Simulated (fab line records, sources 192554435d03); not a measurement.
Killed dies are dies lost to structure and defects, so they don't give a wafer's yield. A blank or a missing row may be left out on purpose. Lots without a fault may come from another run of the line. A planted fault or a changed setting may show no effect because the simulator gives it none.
Problem report in the 8D (eight disciplines) form, filled by code | flow n5_finfet | the parts of the form that need people (team, actions taken, sign-off) are left out

1. THE PROBLEM
beam_energy_keV at N5_WELL_APT_IMPLANT_15 reads a mean of 17.436 on 12 wafers of 4 lots; wafers without a fault read 25.000 with a standard deviation of 0.0082. That is -99 or more standard deviations from the usual mean.
First seen on wafer L736.1, day 3 02:05, on implanter-01. The record holds 36 wafers of 12 lots with a number at this step. Rule for "out", or "out of limits": more than 4 standard deviations from the usual mean. The other wafers with a number count as sound.

2. WHAT IT IS AND WHAT IT IS NOT
question                    | is                     | is not
which readings at this step | beam_energy_keV        | -
which lots                  | L736, L737, L738, L739 | L730, L732, L733, L734, L741, L747, L749, L752
which wafers of those lots  | all that have a number | -
read on which tools         | implanter-01           | implanter-02
when                        | from day 3 02:05       | up to then (12 sound wafers); but 12 sound wafers of L741, L747, L749, L752 came after

3. SUSPECTS, AND WHAT RULES EACH OUT
Counting: a tool at a process step up to the reading stays a suspect if it ran every lot that is out and no sound lot after the first of them.
- implanter-01 at N5_WELL_APT_IMPLANT_15: kept. It ran every lot that is out, first L736 (day 3 02:05), and no sound lot after that; its last sound lot up to then is L733 (day 2 08:15). Its own readings are out on those wafers: beam_energy_keV.
Left after counting: implanter-01 at N5_WELL_APT_IMPLANT_15.

4. THE CAUSE (what the simulator had put in)
Process parameter drift: implanter-01, from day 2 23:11 on, at N5_WELL_APT_IMPLANT_15. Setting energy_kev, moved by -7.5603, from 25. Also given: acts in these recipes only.
Counting left only this tool.

5. THE CHAIN OF EFFECTS, in route order
Each row: a reading whose mean over the struck wafers that have a number lies more than 3 standard deviations from the usual. Only readings for which the record gives a usual standard deviation are gone through. hours: the time from each lot's start at the first step in this table that gives one to its start at this step, as a median over the lots. sigmas: the change in usual standard deviations.
hours | step                   | reading         | usual  | on struck wafers | change | sigmas
0     | N5_WELL_APT_IMPLANT_15 | beam_energy_keV | 25.000 | 17.436           | -7.564 | -99 or more
The process steps in it:
- N5_WELL_APT_IMPLANT_15

6. WHAT WOULD HAVE CAUGHT IT SOONER
In this record the first reading out of limits was taken at day 3 02:05, 3 hours after the fault began at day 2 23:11.
